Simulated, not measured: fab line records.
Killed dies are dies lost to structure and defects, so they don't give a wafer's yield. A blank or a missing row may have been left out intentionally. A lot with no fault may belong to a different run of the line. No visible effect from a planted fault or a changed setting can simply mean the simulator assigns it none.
Matching of chambers + flow nand_harc + 4 sister chambers for NHARC_P_CONTACT_CMP_24 on cmp-03
The step polishes, t overpolish 30 s, target thk 200 nm. 8 wafers are shown with their chamber, then 8 later ones without.

## WAFERS, EACH WITH ITS CHAMBER
| wafer  | chamber | motor_current_A (A) | time_to_endpoint_s (s) |
|--------|---------|---------------------|------------------------|
| L077.2 | 3       | 11.3                | 34.6                   |
| L077.5 | 0       | 12.6                | 35.5                   |
| L077.6 | 3       | 11.7                | 36.6                   |
| L084.3 | 0       | 12.5                | 37.1                   |
| L088.2 | 1       | 10.1                | 40.6                   |
| L088.3 | 2       | 13.0                | 39.5                   |
| L088.5 | 1       | 9.4                 | 40.2                   |
| L091.1 | 2       | 13.4                | 37.2                   |

## WAFERS MISSING THEIR CHAMBER
| wafer  | motor_current_A (A) | time_to_endpoint_s (s) |
|--------|---------------------|------------------------|
| L091.3 | 12.3                | 36.7                   |
| L091.4 | 12.4                | 36.4                   |
| L094.1 | 11.2                | 38.9                   |
| L094.4 | 13.5                | 43.4                   |
| L094.5 | 10.2                | 41.1                   |
| L095.2 | 11.4                | 40.2                   |
| L095.5 | 12.1                | 39.6                   |
| L095.6 | 10.5                | 36.9                   |

## CHAMBER TAKEN BY EACH
| wafer  | from the rows above          | in truth |
|--------|------------------------------|----------|
| L091.3 | can't be placed: 0 or 3      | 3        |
| L091.4 | 0                            | 0        |
| L094.1 | can't be placed: 3 or 1 or 0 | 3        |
| L094.4 | 2                            | 2        |
| L094.5 | 1                            | 1        |
| L095.2 | can't be placed: 3 or 0 or 1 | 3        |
| L095.5 | can't be placed: 0 or 2 or 3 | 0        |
| L095.6 | can't be placed: 3 or 1      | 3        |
Correctly placed: 3 of 8. Unplaceable from these rows: 5, with the true chamber sitting among the candidates in 5. Placed wrongly: 0.
How it was worked out, from the rows above alone: a wafer's distance from a chamber is the root of the sum, over the readings, of the square of ((its reading less the chamber's mean) divided by the reading's scatter). The wafer belongs to the nearest chamber; if the next one is less than 2 further off, it can't be placed. The mean given for a chamber averages the wafers shown for that chamber. How the scatter is found: for the shown wafers, subtract from each reading the mean of its chamber, square and add these, divide the total by (wafers less chambers), then take the root.
